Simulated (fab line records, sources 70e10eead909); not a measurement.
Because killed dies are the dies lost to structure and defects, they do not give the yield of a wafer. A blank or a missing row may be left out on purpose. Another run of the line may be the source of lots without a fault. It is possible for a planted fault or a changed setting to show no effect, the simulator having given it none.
fab line records    flow nandHarc
[record] lots = 13  wafers = 39  lastDay = 33
route steps=1302 shown A_M0@1158 A_M1@1176 END@1302
lots untouched by any fault: they come from a run of this same line in which no faults occurred
startH: hours from the record's opening day to when the first of the lot's shown wafers began    waitH: hours from the lot's prior step to this one    " identical to the entry in the row above    L1.1+2: one row covering several wafers at once    - no value, or no start given    * or withheld: withheld    < > ~ a bound
route shown NAME@n: a module of which the file shows steps, and the number in the route of the first    usual: mean/standard deviation taken from wafers without a fault    same: alike in all rows    chamber/n: place in a boat    sites: readings site by site    _std_site: their standard deviation    _edge_site: outer sites' mean less inner sites'    radiusMm: how far each site lies from the wafer's centre    mask NAME#n: copy n    behind: the last tool/chamber to shape the wafer    hold: the reason the lot was held/the length of the hold in hours/how it ended    device: whichever transistor did not switch (one of n, p or np)    end of line: tests of these same wafers at the route's end    for a step that has no rows: nothing shown but its recipe    killed: not the wafer's yield, but the dies lost to structure and defects at the first sort    map: the dies of a wafer, with x for killed, . for not killed, _ for no die there
set.NAME: the run value of the setting; set.NAME@STEP: its run value at that earlier step    model.NAME: the simulator's own value behind a step, which no gauge read
one table for each step of the route and one row for each wafer, over a sample of lots
services: the hour from which a tool's chamber was out of use, counted from the record's first day as startH (under 0 if before that day), plus the number of hours and why
[[steps]]
[step NHARC_A_M0_PVD_20]
[recipe] targetThkA = 50  biasV = 168.6  powerW = 15000  chamberPressurePa = 0.12  timeS = 8.06  substrateTempC = 50  material = TaN
[usual] throttleValvePct = 30.1/0.83
lot.wafer  tool           chamber  startH  waitH  throttleValvePct
L440.4     pvdSputter-02  -        -       -      30.1
L440.2     "              -        "       "      31.1
L440.5     "              -        "       "      28.0
L441.4     pvdSputter-01  -        -       -      29.8
L441.6     "              -        "       "      31.1
L441.5     "              -        "       "      29.1
L442.3     pvdSputter-02  -        -       -      29.8
L442.2     "              -        "       "      28.2
L442.6     "              -        "       "      31.2
L445.3     pvdSputter-03  -        -       -      30.4
L445.6     "              -        "       "      28.7
L445.5     "              -        "       "      30.8
L446.1     pvdSputter-03  -        -       -      30.4
L446.4     "              -        "       "      30.6
L446.6     "              -        "       "      30.9
L447.2     pvdSputter-01  -        -       -      31.1
L447.1     "              -        "       "      29.8
L447.5     "              -        "       "      31.1
L448.4     pvdSputter-03  -        -       -      30.8
L448.1     "              -        "       "      30.6
L448.5     "              -        "       "      30.9
L452.1     pvdSputter-01  -        -       -      29.5
L452.4     "              -        "       "      29.9
L452.5     "              -        "       "      29.7
L453.1     pvdSputter-03  -        -       -      30.9
L453.4     "              -        "       "      30.5
L453.6     "              -        "       "      30.5
L458.1     pvdSputter-01  -        -       -      30.0
L458.4     "              -        "       "      29.1
L458.6     "              -        "       "      29.1
L457.3     pvdSputter-02  -        -       -      28.8
L457.2     "              -        "       "      31.0
L457.5     "              -        "       "      30.8
L459.2     pvdSputter-03  -        -       -      30.7
L459.3     "              -        "       "      29.0
L459.5     "              -        "       "      30.4
L462.1     pvdSputter-02  -        -       -      30.7
L462.2     "              -        "       "      30.8
L462.4     "              -        "       "      30.7
[step NHARC_A_M1_EXPOSE_06]
[recipe] na = 1.35  targetCdNm = 120  doseMj = 75.13  maskId = A_M1
lot.wafer   tool            chamber  startH  waitH  mask
L440.2+4+5  arfiScanner-01  0        535.24  -      A_M1#0
L441.4+5+6  arfiScanner-02  0        535.72  -      A_M1#0
L442.2+3+6  arfiScanner-02  0        566.04  -      A_M1#0
L445.3+5+6  arfiScanner-01  0        586.39  -      A_M1#0
L446.1+4+6  arfiScanner-03  0        588.62  -      A_M1#0
L447.1+2+5  arfiScanner-02  0        612.33  -      A_M1#0
L448.1+4+5  arfiScanner-03  0        616.38  -      A_M1#0
L452.1+4+5  arfiScanner-03  0        660.19  -      A_M1#0
L453.1+4+6  arfiScanner-03  0        704.15  -      A_M1#0
L458.1+4+6  arfiScanner-02  0        709.57  -      A_M1#0
L457.2+3+5  arfiScanner-03  0        711.67  -      A_M1#0
L459.2+3+5  arfiScanner-02  0        730.49  -      A_M1#0
L462.1+2+4  arfiScanner-01  0        753.96  -      A_M1#0
[step NHARC_A_M1_OVL_MEAS_10]
[recipe] pitchNm = 240
[usual] overlayXNm = 0.1/0.79  overlayYNm = 0.1/0.73
lot.wafer  tool        chamber  startH  waitH  overlayXNm  overlayYNm
L440.2     overlay-01  -        535.46  -      0.8         -0.3
L440.4     "           -        "       "      1.5         -0.8
L440.5     "           -        "       "      1.0         -0.3
L441.4     overlay-01  -        535.94  -      -0.3        -0.9
L441.5     "           -        "       "      -0.3        -0.3
L441.6     "           -        "       "      -0.5        -0.4
L442.2     overlay-02  -        566.27  -      0.6         -0.2
L442.3     "           -        "       "      -0.1        0.2
L442.6     "           -        "       "      0.1         0.4
L445.3     overlay-02  -        586.61  -      0.5         -0.1
L445.5     "           -        "       "      0.5         -0.5
L445.6     "           -        "       "      0.6         0.0
L446.1     overlay-02  -        588.85  -      0.8         -0.3
L446.4     "           -        "       "      0.9         -0.6
L446.6     "           -        "       "      1.0         -0.1
L447.1     overlay-02  -        612.56  -      -0.4        -0.2
L447.2     "           -        "       "      -0.5        -0.1
L447.5     "           -        "       "      -0.2        -0.1
L448.1     overlay-01  -        616.61  -      1.5         0.7
L448.4     "           -        "       "      0.7         0.6
L448.5     "           -        "       "      0.3         1.2
L452.1     overlay-01  -        660.42  -      28.8        1.7
L452.4     "           -        "       "      27.8        1.9
L452.5     "           -        "       "      27.8        1.2
L453.1     overlay-02  -        704.38  -      29.2        -0.3
L453.4     "           -        "       "      28.8        -0.2
L453.6     "           -        "       "      29.6        0.1
L458.1     overlay-01  -        709.80  -      -1.9        -0.5
L458.4     "           -        "       "      -2.5        0.0
L458.6     "           -        "       "      -2.1        -0.3
L457.2     overlay-01  -        711.90  -      28.2        -0.5
L457.3     "           -        "       "      28.1        -0.5
L457.5     "           -        "       "      28.1        -0.4
L459.2     overlay-01  -        730.71  -      0.6         -0.2
L459.3     "           -        "       "      -0.1        -0.4
L459.5     "           -        "       "      0.1         -0.2
L462.1     overlay-02  -        754.19  -      -0.2        -1.2
L462.2     "           -        "       "      -0.9        -0.8
L462.4     "           -        "       "      -0.6        -0.8
[step NHARC_A_M1_DEGAS_29]
[recipe] tempC = 250  timeS = 60
[usual] heaterPowerW = 331/30
lot.wafer  tool           chamber  startH  waitH  heaterPowerW
L440.4     pvdSputter-03  -        536.61  -      321
L440.2     "              -        "       "      295
L440.5     "              -        "       "      362
L441.4     pvdSputter-01  -        537.06  -      389
L441.5     "              -        "       "      395
L441.6     "              -        "       "      291
L442.2     pvdSputter-03  -        567.39  -      363
L442.3     "              -        "       "      325
L442.6     "              -        "       "      294
L445.3     pvdSputter-03  -        587.74  -      365
L445.5     "              -        "       "      329
L445.6     "              -        "       "      326
L446.1     pvdSputter-01  -        590.00  -      287
L446.4     "              -        "       "      383
L446.6     "              -        "       "      280
L447.1     pvdSputter-03  -        613.72  -      362
L447.2     "              -        "       "      292
L447.5     "              -        "       "      320
L448.1     pvdSputter-02  -        617.75  -      363
L448.4     "              -        "       "      351
L448.5     "              -        "       "      329
L452.1     pvdSputter-01  -        661.55  -      285
L452.4     "              -        "       "      328
L452.5     "              -        "       "      369
L453.1     pvdSputter-02  -        705.49  -      313
L453.4     "              -        "       "      320
L453.6     "              -        "       "      303
L458.1     pvdSputter-02  -        710.96  -      315
L458.4     "              -        "       "      376
L458.6     "              -        "       "      312
L457.2     pvdSputter-02  -        713.06  -      317
L457.3     "              -        "       "      358
L457.5     "              -        "       "      349
L459.3     pvdSputter-01  -        731.84  -      337
L459.2     "              -        "       "      288
L459.5     "              -        "       "      291
L462.1     pvdSputter-03  -        755.72  -      303
L462.2     "              -        "       "      369
L462.4     "              -        "       "      333
[step NHARC_A_M1_PRE_CLEAN_30]
[recipe] timeS = 30  tempC = 280  gas = H2/He
[usual] heaterPowerW = 405/37
lot.wafer  tool           chamber  startH  waitH  heaterPowerW
L440.4     pvdSputter-03  -        -       -      449
L440.2     "              -        "       "      364
L440.5     "              -        "       "      395
L441.4     pvdSputter-01  -        -       -      346
L441.5     "              -        "       "      346
L441.6     "              -        "       "      478
L442.2     pvdSputter-03  -        -       -      454
L442.3     "              -        "       "      397
L442.6     "              -        "       "      455
L445.3     pvdSputter-03  -        -       -      444
L445.6     "              -        "       "      408
L445.5     "              -        "       "      372
L446.1     pvdSputter-01  -        -       -      350
L446.4     "              -        "       "      412
L446.6     "              -        "       "      475
L447.1     pvdSputter-03  -        -       -      402
L447.2     "              -        "       "      407
L447.5     "              -        "       "      396
L448.1     pvdSputter-02  -        -       -      402
L448.4     "              -        "       "      435
L448.5     "              -        "       "      436
L452.1     pvdSputter-01  -        -       -      399
L452.4     "              -        "       "      454
L452.5     "              -        "       "      358
L453.1     pvdSputter-02  -        -       -      396
L453.4     "              -        "       "      437
L453.6     "              -        "       "      465
L458.4     pvdSputter-02  -        -       -      396
L458.1     "              -        "       "      449
L458.6     "              -        "       "      391
L457.2     pvdSputter-02  -        -       -      381
L457.3     "              -        "       "      433
L457.5     "              -        "       "      445
L459.3     pvdSputter-01  -        -       -      372
L459.2     "              -        "       "      444
L459.5     "              -        "       "      350
L462.1     pvdSputter-03  -        -       -      393
L462.2     "              -        "       "      421
L462.4     "              -        "       "      451
[step NHARC_END_SORT_01]
[recipe] tempC = 25
[usual] defectLimitedYield = 91/3.2  killedAtArray = 53/21  killedAtOther = 0.8/1.1  killedAtPeriphery = 4.2/2.7  killedDies = 58/22  killedOpen = 3.4/1.9  killedShort = 2.5/1.6  sort_bin_2_pct = 3.1/1.4  sort_bin_3_pct = 0.6/0.43  sort_bin_4_pct = 4.9/1.7  sortNPass = 619/22  sortRimYieldPct = 96.9/1.8  sortYieldPct = 91/3.2
[same] grossDies = 677  sort_bin_5_pct[%] = 0  sort_bin_6_pct[%] = 0  sort_bin_7_pct[%] = 0  sort_bin_8_pct[%] = 0  sortRimNGross = 106.00
lot.wafer  tool       chamber  startH  waitH  defectLimitedYield[%]  killedAtArray  killedAtOther  killedAtPeriphery  killedDies  killedOpen  killedShort  sort_bin_2_pct[%]  sort_bin_3_pct[%]  sort_bin_4_pct[%]  sortNPass  sortRimYieldPct[%]  sortYieldPct[%]
L452.1     prober-01  0        696.48  2.5    91                     55             1              8                  64          4           4            3.8                0.3                5.3                613        96.2                91
L452.4     prober-01  0        698.88  3.4    92                     53             0              3                  56          2           1            3.7                0.6                4.0                621        97.2                92
L452.5     prober-01  0        699.68  3.7    92                     54             0              3                  57          3           2            3.0                0.9                4.6                620        96.2                92
// killed by level:class
L452.1 A_CHANNEL_HOLE_D1:chamberFilmFlake=34 A_CONTACT:chamberFilmFlake=6 A_M1:chamberFilmFlake=4 P_M1:chamberFilmFlake=3 P_M0:geometricParticle:open=1 A_CHANNEL_HOLE_D1:geometricParticle:open=1 A_CHANNEL_FILL_D1:geometricParticle:short=1 A_DECK1_JOINT:geometricParticle:short=1
L452.4 A_CHANNEL_HOLE_D1:chamberFilmFlake=33 A_CONTACT:chamberFilmFlake=6 A_STAIRCASE:chamberFilmFlake=5 A_WL_FILL:chamberFilmFlake=3 P_M1:chamberFilmFlake=2 A_ONON_D2:geometricParticle:short=1 A_CHANNEL_FILL_D2:geometricParticle:open=1 A_M0:geometricParticle:open=1
L452.5 A_CHANNEL_HOLE_D1:chamberFilmFlake=40 A_SLIT:chamberFilmFlake=3 P_ZERO_WELL:chamberFilmFlake=2 A_STAIRCASE:chamberFilmFlake=2 A_WL_FILL:chamberFilmFlake=2 A_M1:chamberFilmFlake=2 A_ONON_D1:geometricParticle:short=1 A_ONON_D2:geometricParticle:open=1
[[services]]
tool            chamber  startH  hours  kind
pvdSputter-03   -        526.04  10.0   pm
arfiScanner-03  -        551.54  4.0    pm
arfiScanner-01  -        551.87  2.6    repair
arfiScanner-03  -        562.37  7.1    repair
arfiScanner-01  -        566.28  0.2    repair
arfiScanner-02  -        572.82  3.3    repair
arfiScanner-01  -        596.00  4.0    pm
pvdSputter-01   -        597.35  10.0   pm
pvdSputter-02   -        638.00  10.0   pm
pvdSputter-02   -        653.27  3.6    repair
arfiScanner-02  -        656.00  4.0    pm
arfiScanner-02  -        667.80  1.1    repair
pvdSputter-02   -        684.50  5.0    repair
arfiScanner-03  -        684.74  3.3    repair
arfiScanner-03  -        697.17  4.1    repair
pvdSputter-03   -        704.04  10.0   pm
arfiScanner-01  -        709.32  0.6    repair
arfiScanner-01  -        719.07  6.8    repair
arfiScanner-03  -        723.54  4.0    pm
arfiScanner-03  -        737.51  2.2    repair
[[key]]
[firstSign] step = NHARC_A_M1_OVL_MEAS_10  reading = overlayXNm  direction = up  sigmas = 36  usual = 0.1  struck = 28.5
effect none on later readings
metAt NHARC_A_M1_EXPOSE_06
struckLots L452,L453,L457
notActingAt NHARC_A_M0_PVD_20,NHARC_A_M1_DEGAS_29,NHARC_A_M1_PRE_CLEAN_30
onsetBetween 616.38 660.19
[fault] kind = scannerMatchingOverlay  tool = arfiScanner-03  chamber = -  onsetH = 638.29  steps = NHARC_A_M1_EXPOSE_06  offset = 28.36
